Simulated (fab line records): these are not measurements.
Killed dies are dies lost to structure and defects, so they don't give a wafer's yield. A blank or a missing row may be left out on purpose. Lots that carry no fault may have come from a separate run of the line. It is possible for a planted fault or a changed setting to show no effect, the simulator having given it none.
A single fault, viewed from 2 desks    flow n5Finfet    every desk sees just its own numbers, and what lay behind them comes last

== THE METROLOGY DESK ==
Lot by lot, what the gauges showed, no matter which tool ran the lot: averages of those sampled wafers that carry a number. Any lot whose mean is over 4 standard deviations away from the usual mean is out of limits and marked OUT; that distance is given in the brackets.
Columns: A = cdNm at N5_BEOL_M11_CD_MEAS_11, usual 64.1 nm
lot   first seen here  A
L572  day 10 15:20     64.1
L571  day 10 17:37     64.2
L573  day 11 02:15     63.9
L575  day 11 11:18     63.8
L576  day 11 15:12     63.7
L577  day 12 07:43     63.8
L579  day 12 12:42     64.0
L581  day 13 17:19     64.9
L588  day 15 01:18     64.4
L586  day 15 08:05     64.6
L591  day 16 07:31     63.5
This desk's verdict: no lot among the 11 shows anything out of limits.

== TOOL OWNER'S DESK, lithoTrack-04 ==
The tool's own readings at N5_BEOL_M11_COAT_60 (time 60 s, resist thk 30 nm): means of the sampled wafers that have a number, for each lot that ran on this tool. Any lot whose mean is over 4 standard deviations away from the usual mean is out of limits and marked OUT; that distance is given in the brackets.
Columns: A = spinSpeedRpm at N5_BEOL_M11_COAT_60, usual 1500.1 rpm
lot   first seen here  A
L572  day 10 15:05     1500.8
L577  day 12 07:20     1499.8
L579  day 12 12:20     1501.3
L588  day 15 01:04     1645.2 (+99 or more) OUT
L586  day 15 07:44     1644.8 (+99 or more) OUT
This desk's finding: out of limits on L586, L588; first on L588, day 15 01:04 (spinSpeedRpm at N5_BEOL_M11_COAT_60). L572, L577, L579: within limits.

== ALL TOGETHER ==
On L586, L588, at day 15 01:04, an alarm was possible from the tool owner's desk.
Metrology desk: nothing out of limits seen.
The metrology desk holds a record of L586, L588, inside its limits.
N5_BEOL_M11_COAT_60 was run on lithoTrack-04 by each of the lots named.

== WHAT WAS PUT IN BY THE SIMULATOR ==
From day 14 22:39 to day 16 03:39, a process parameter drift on lithoTrack-04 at N5_BEOL_M11_COAT_60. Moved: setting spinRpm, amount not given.
Struck lots among those shown: L586, L588.
Time in hours from fault onset to the first out-of-limits reading at each desk: the tool owner's desk, 2.
